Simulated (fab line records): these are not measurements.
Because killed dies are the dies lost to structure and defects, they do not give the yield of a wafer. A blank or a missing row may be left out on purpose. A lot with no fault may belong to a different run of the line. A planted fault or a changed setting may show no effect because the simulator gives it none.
A lot that was struck, set against a sound lot :: flow n5_finfet :: 38 steps out of a route of 1938
Sound: wafers L543.1, L543.2, L543.5. The struck wafers were L550.1, L550.4, L550.5. Last of all comes the cause.
Per side, at each step with rows, come the tool, then ch with its chambers, and then its first start. Under that, the readings that differ: sound wafers :: struck wafers :: difference of the means :: sigmas: that difference in standard deviations of wafers without a fault.
alike: same words and numbers on both sides, and readings whose means sit less than 2 such deviations apart. not compared: any withheld reading, any reading some wafer has no value for, any bound like >300 that may hide the same value, and any number with overlapping values for which the record gives no deviation.
A row with sigmas, a row that says differs or no value, or rows on one side alone: a step with any of these is where the two part. When numbers do not overlap yet have no deviation, they are printed without sigmas and do not part them. A reading that every wafer of one side lacks parts them only if that side has two wafers or more.

first, 9 steps without rows for these wafers: N5_DUMMY_GATE_DESCUM_20 (chemistry O2, time 6.2 s); N5_DUMMY_GATE_ETCH_29 (etches underlayer in N2/H2, target depth 13 nm); N5_DUMMY_GATE_ETCH_36 (etches SiARC in CF4, target depth 13 nm); N5_DUMMY_GATE_ETCH_37 (etches SOC in N2/H2, target depth 60 nm, overetch 30 nm); N5_DUMMY_GATE_STRIP_38 (strips in N2/H2); N5_DUMMY_GATE_STRIP_39 (strips in N2/H2); N5_DUMMY_GATE_TRIM_49 (chemistry O2, time 29 s, target cd 14 nm); N5_DUMMY_GATE_STRIP_40 (strips in CF4); N5_DUMMY_GATE_ETCH_31 (etches SiO2 in C4F6/O2, target depth 82.5 nm, time 27.5 s).
N5_DUMMY_GATE_STRIP_41: strips in O2.
  sound on rie_diel-02 ch 1,2, day 5 06:14; struck on rie_diel-02 ch 0,2, day 6 16:08
  alike: drypump_motor_current_A, oes_product_au, rf_vpp_V, showerhead_plenum_p_Torr, temp_c, throttle_valve_pct
  not compared: rf_hours_counter_h
then, 11 steps without rows for these wafers: N5_DUMMY_GATE_HM_OPEN_21 (chemistry CH3F/O2, target SiNx, target depth 120 nm, time 171.4 s); N5_DUMMY_GATE_ETCH_32 (etches SiO2 in CF4, target depth 3.5 nm, time 3.9 s); N5_DUMMY_GATE_ETCH_23 (etches poly-Si in HBr/Cl2/O2, target depth 41 nm, time 22.3 s); N5_DUMMY_GATE_ETCH_44 (etches poly-Si in HBr/O2, stops on SiO2, target depth 127.5 nm); N5_DUMMY_GATE_ETCH_42 (etches SiO2 in CHF3/O2, target depth 3.5 nm, time 31 s); N5_DUMMY_GATE_STRIP_48 (strips in N2/H2, time 20 s); N5_DUMMY_GATE_PRECLEAN_33 (cleans in dHF, time 10 s); N5_DUMMY_GATE_PRECLEAN_25 (cleans in O3/DIW, time 45 s); N5_DUMMY_GATE_PRECLEAN_51 (cleans in SC2, time 45 s); N5_DUMMY_GATE_SRD_26 (time 30 s); N5_DUMMY_GATE_UV_OZONE_45 (time 120 s).
N5_DUMMY_GATE_INSPECT_27: inspects for defects (brightfield).
  sound: defect_inspect-01 at day 5 07:06; struck: defect_inspect-02 at day 6 16:57
reading: raw_defect_count
sound: 336 497 332
struck: 1487 1537 1564
difference: +1141
sigmas: +15
then, 3 steps without rows for these wafers: N5_SPACER0_ALD_07 (deposits SiNx, target thk 2 nm); N5_SPACER0_ALD_00 (deposits SiOCN, target thk 3.5 nm, pulse time 3 s, purge time 2 s); N5_SPACER0_ALD_08 (deposits SiNx, target thk 2 nm).
N5_SPACER0_INSPECT_04: inspects for defects (darkfield).
  sound: defect_inspect-02 at day 5 07:43; struck: defect_inspect-02 at day 6 19:06
reading: raw_defect_count
sound: 171 227 161
struck: 1440 1431 1426
difference: +1246
sigmas: +33
then, 8 steps without rows for these wafers: N5_SD_EPI_N_COAT_32 (time 60 s, resist thk 350 nm); N5_SD_EPI_N_COAT_33 (time 60 s, resist thk 35 nm); N5_SD_EPI_N_COAT_03 (resist thk 150 nm); N5_SD_EPI_N_EBR_05; N5_SD_EPI_N_SOFTBAKE_04 (time 60 s); N5_SD_EPI_N_EXPOSE_06 (exposes mask SD N BLK, target cd 120 nm); N5_SD_EPI_N_PEB_07 (peb time 60 s); N5_SD_EPI_N_DEVELOP_08 (develop time 30 s).
N5_SD_EPI_N_INSPECT_11: inspects for defects (macro).
  sound: defect_inspect-02 at day 5 08:02; struck: defect_inspect-01 at day 6 19:35
reading: raw_defect_count
sound: 2 1 2
struck: >300 >300 >300
difference: differs
sigmas: 
then, 1 step without rows for these wafers: N5_SD_EPI_N_DESCUM_14 (chemistry O2, time 7.9 s).
-- here the record skips 7 days between the struck wafers' starts before and after, leaving off in module SD_EPI_N and picking up in module BEOL_M4 (first step shown: number 1111 of the route) --
N5_BEOL_M4_RC_MEAS_101:
  sound on prober-01 ch 0, day 12 08:56; struck on prober-02 ch 0, day 14 01:43
  alike: DIBL_N, DIBL_P, IOFF_N, IOFF_P, ION_N, ION_P, SS_N, SS_P, VT_N, VT_P
-- record jumps: 5 days separate the struck wafers' starts on either side; left off in module BEOL_M4, taken up again in module PASSIVATION, whose first shown step is the route's number 1936 --
N5_PASSIVATION_PROBE_49:
  sound: prober-02 at day 16 21:35; struck: prober-01 at day 18 15:39
reading: defect_limited_yield (%)
sound: 90.8 89.3 92.7
struck: 81.4 79.9 79.7
difference: -10.6
sigmas: -8

reading: killed_at_front_end
sound: 42 56 26
struck: 194 197 197
difference: +155
sigmas: +14

reading: killed_dies
sound: 108 126 86
struck: 220 237 240
difference: +126
sigmas: +7

reading: killed_short
sound: 40 42 37
struck: 22 26 23
difference: -16
sigmas: -2

reading: sort_bin_5_function (%)
sound: 5.1 6.4 4.4
struck: 10.4 12.6 11.6
difference: +6.2
sigmas: +6

reading: sort_n_pass
sound: 1072 1054 1094
struck: 960 943 940
difference: -126
sigmas: -7

reading: sort_yield_pct (%)
sound: 90.8 89.3 92.7
struck: 81.4 79.9 79.7
difference: -10.6
sigmas: -8
  alike: killed_at_M0_to_M3, killed_at_M4_up, killed_at_contacts, killed_at_other, killed_open, sort_bin_6_memory

## WHERE THEY PART
First at N5_DUMMY_GATE_INSPECT_27; last, within this record, at N5_PASSIVATION_PROBE_49.

WHY: the cause the simulator had injected
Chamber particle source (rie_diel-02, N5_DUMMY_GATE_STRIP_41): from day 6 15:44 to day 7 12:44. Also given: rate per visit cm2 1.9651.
